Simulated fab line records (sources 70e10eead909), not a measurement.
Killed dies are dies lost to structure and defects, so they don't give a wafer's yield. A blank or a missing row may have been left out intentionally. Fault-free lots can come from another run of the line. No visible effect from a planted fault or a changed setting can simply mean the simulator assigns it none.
A lot that was struck, set against a sound lot	flow nand_harc	16 steps out of a route of 1302
Sound: the wafers L683.1, L683.3, L683.6. Struck: wafer L690.6. (L690.2, L690.3 of the same lot were not struck and are left out.) The cause comes at the end.
Each step with rows lists, per side, the tool, then ch with its chambers, then its first start. Under that, the readings that differ: sound wafers	struck wafers	difference of the means	sigmas: that difference in standard deviations of wafers without a fault.
alike: readings whose means differ by less than 2 such deviations, and words and numbers that are the same on both sides. not compared: withheld readings, readings that some wafer has no value for, bounds like >300 that may hide the same value, and numbers for which the record gives no deviation and whose values overlap.
Wherever a step has rows on one side only, a row that says differs or no value, or a row with sigmas, the two part there. Non-overlapping numbers with no deviation appear without sigmas and do not part them. A reading that every wafer of one side lacks parts them only if that side has two wafers or more.

NHARC_A_ONON_D2_THK_MEAS_11: measures by ellipsometry.
  struck on film_metro-01, day 17 12:21; sound on film_metro-01, day 14 04:29
  alike: thk_nm
after that, 1 step with no rows for these wafers: NHARC_A_ONON_D2_DEP_12 (target thk 1000 nm).
NHARC_A_ONON_D2_THK_MEAS_14: measures by ellipsometry.
  struck on film_metro-01, day 17 12:55; sound on film_metro-01, day 14 05:03
  alike: thk_nm
then, 2 steps without rows for these wafers: NHARC_A_ONON_D2_ANNEAL_15 (time 3600 s); NHARC_A_ONON_D2_DEP_16 (target thk 1000 nm).
NHARC_A_ONON_D2_THK_MEAS_18: measures by ellipsometry.
  struck on film_metro-01, day 17 20:19; sound on film_metro-01, day 14 12:31
reading	sound	struck	difference	sigmas
thk_nm (nm)	1002 1003 1001	986	-16	-2
after that, 1 step with no rows for these wafers: NHARC_A_ONON_D2_DEP_19 (target thk 1000 nm).
NHARC_A_ONON_D2_THK_MEAS_21: measures by ellipsometry.
  struck on film_metro-01, day 17 20:53; sound on film_metro-01, day 14 13:05
  alike: thk_nm
after that, 1 step with no rows for these wafers: NHARC_A_ONON_D2_DEP_22 (target thk 1000 nm).
NHARC_A_ONON_D2_THK_MEAS_24: measures by ellipsometry.
  struck on film_metro-02, day 17 21:27; sound on film_metro-01, day 14 13:39
  alike: thk_nm
after that, 1 step with no rows for these wafers: NHARC_A_ONON_D2_DEP_25 (target thk 1000 nm).
NHARC_A_ONON_D2_THK_MEAS_27: measures by ellipsometry.
  struck on film_metro-01, day 17 22:01; sound on film_metro-01, day 14 14:13
  alike: thk_nm
NHARC_A_ONON_D2_DEP_28: target thk 1000 nm.
  sound on pecvd_onon-01 ch 0, day 14 14:17; struck on pecvd_onon-01 ch 0, day 17 22:08
  alike: nh3_flow_sccm
NHARC_A_ONON_D2_THK_MEAS_30: measures by ellipsometry.
  struck on film_metro-02, day 17 22:46; sound on film_metro-02, day 14 14:47
reading	sound	struck	difference	sigmas
thk_nm (nm)	997 993 996	1441	+446	+45
  not compared: hold
NHARC_A_ONON_D2_DEP_33: deposits SiO2, target thk 200 nm.
  sound on pecvd-01 ch 0,1,2, day 14 14:57; struck on pecvd-01 ch 0, day 18 01:11
reading	sound	struck	difference	sigmas
hold	- - -	await_dispo/2.4h/release	no value on the sound wafers	
  alike: heater_power_outer_w, heater_power_w, throttle_valve_pct
-- the record jumps here: 11 days lie between the struck wafers' starts before and after (it left off in module A_ONON_D2 and takes up again in module END, whose first step shown is number 1302 of the route) --
NHARC_END_SORT_01:
  sound on prober-02 ch 0, day 26 23:14; struck on prober-01 ch 0, day 29 05:23
reading	sound	struck	difference	sigmas
hold	- - -	await_dispo/2.8h/release	no value on the sound wafers	
killed_at_array	32 31 36	675	+642	+31
killed_at_periphery	6 8 9	2	-6	-2
killed_dies	38 39 45	677	+636	+30
killed_short	4 3 3	7	+4	+2
  alike: killed_at_other, killed_open

WHERE THEY PART
At NHARC_A_ONON_D2_THK_MEAS_18 first; at NHARC_END_SORT_01 last (within this record only).

WHY: what the simulator had put in
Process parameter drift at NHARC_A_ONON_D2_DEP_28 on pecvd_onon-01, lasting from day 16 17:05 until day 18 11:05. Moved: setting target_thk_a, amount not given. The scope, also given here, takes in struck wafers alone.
